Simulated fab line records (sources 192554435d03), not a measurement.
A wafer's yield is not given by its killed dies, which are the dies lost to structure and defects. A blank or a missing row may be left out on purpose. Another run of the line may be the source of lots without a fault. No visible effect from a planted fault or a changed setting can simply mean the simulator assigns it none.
Matching of chambers || flow n5_finfet || N5_BEOL_M0_CO_CAP_123 on cvd_co-02: 3 sister chambers
The step material Co, precursor CCTBA/H2, target thk 2 nm, time 102.1 s. 6 wafers are shown with their chamber, then 12 later ones without.

== EACH WAFER AND ITS CHAMBER ==
{"wafer": "L085.5", "chamber": 2, "heater_power_w (W)": 227, "heater_power_outer_w (W)": 118}
{"wafer": "L086.4", "chamber": 1, "heater_power_w (W)": 317, "heater_power_outer_w (W)": 159}
{"wafer": "L086.6", "chamber": 2, "heater_power_w (W)": 220, "heater_power_outer_w (W)": 120}
{"wafer": "L087.3", "chamber": 0, "heater_power_w (W)": 252, "heater_power_outer_w (W)": 125}
{"wafer": "L087.4", "chamber": 0, "heater_power_w (W)": 251, "heater_power_outer_w (W)": 126}
{"wafer": "L087.6", "chamber": 1, "heater_power_w (W)": 315, "heater_power_outer_w (W)": 161}

== WAFERS WHOSE CHAMBER IS MISSING ==
{"wafer": "L091.1", "heater_power_w (W)": 224, "heater_power_outer_w (W)": 121}
{"wafer": "L091.3", "heater_power_w (W)": 323, "heater_power_outer_w (W)": 163}
{"wafer": "L091.6", "heater_power_w (W)": 257, "heater_power_outer_w (W)": 129}
{"wafer": "L093.2", "heater_power_w (W)": 230, "heater_power_outer_w (W)": 118}
{"wafer": "L093.4", "heater_power_w (W)": 319, "heater_power_outer_w (W)": 157}
{"wafer": "L093.6", "heater_power_w (W)": 254, "heater_power_outer_w (W)": 129}
{"wafer": "L094.1", "heater_power_w (W)": 249, "heater_power_outer_w (W)": 129}
{"wafer": "L094.5", "heater_power_w (W)": 227, "heater_power_outer_w (W)": 123}
{"wafer": "L094.6", "heater_power_w (W)": 252, "heater_power_outer_w (W)": 128}
{"wafer": "L096.1", "heater_power_w (W)": 315, "heater_power_outer_w (W)": 161}
{"wafer": "L096.2", "heater_power_w (W)": 248, "heater_power_outer_w (W)": 129}
{"wafer": "L096.6", "heater_power_w (W)": 318, "heater_power_outer_w (W)": 155}

== WHICH CHAMBER EACH WENT THROUGH ==
{"wafer": "L091.1", "from the rows above": 2, "in truth": 2}
{"wafer": "L091.3", "from the rows above": 1, "in truth": 1}
{"wafer": "L091.6", "from the rows above": 0, "in truth": 0}
{"wafer": "L093.2", "from the rows above": 2, "in truth": 2}
{"wafer": "L093.4", "from the rows above": 1, "in truth": 1}
{"wafer": "L093.6", "from the rows above": 0, "in truth": 0}
{"wafer": "L094.1", "from the rows above": 0, "in truth": 0}
{"wafer": "L094.5", "from the rows above": 2, "in truth": 2}
{"wafer": "L094.6", "from the rows above": 0, "in truth": 0}
{"wafer": "L096.1", "from the rows above": 1, "in truth": 1}
{"wafer": "L096.2", "from the rows above": 0, "in truth": 0}
{"wafer": "L096.6", "from the rows above": 1, "in truth": 1}
Correctly placed: 12 of 12. Not placeable from these rows: 0. 0 placed wrongly.
How it was worked out, from the rows above alone: a wafer's distance from a chamber is the root of the sum, over the readings, of the square of ((its reading less the chamber's mean) divided by the reading's scatter). If the next closest chamber is less than 2 further off than the closest, the wafer can't be placed; otherwise it belongs to the closest. For every chamber, the mean is computed from those of its wafers that are shown. How the scatter is found: for the shown wafers, subtract from each reading the mean of its chamber, square and add these, divide the total by (wafers less chambers), then take the root.
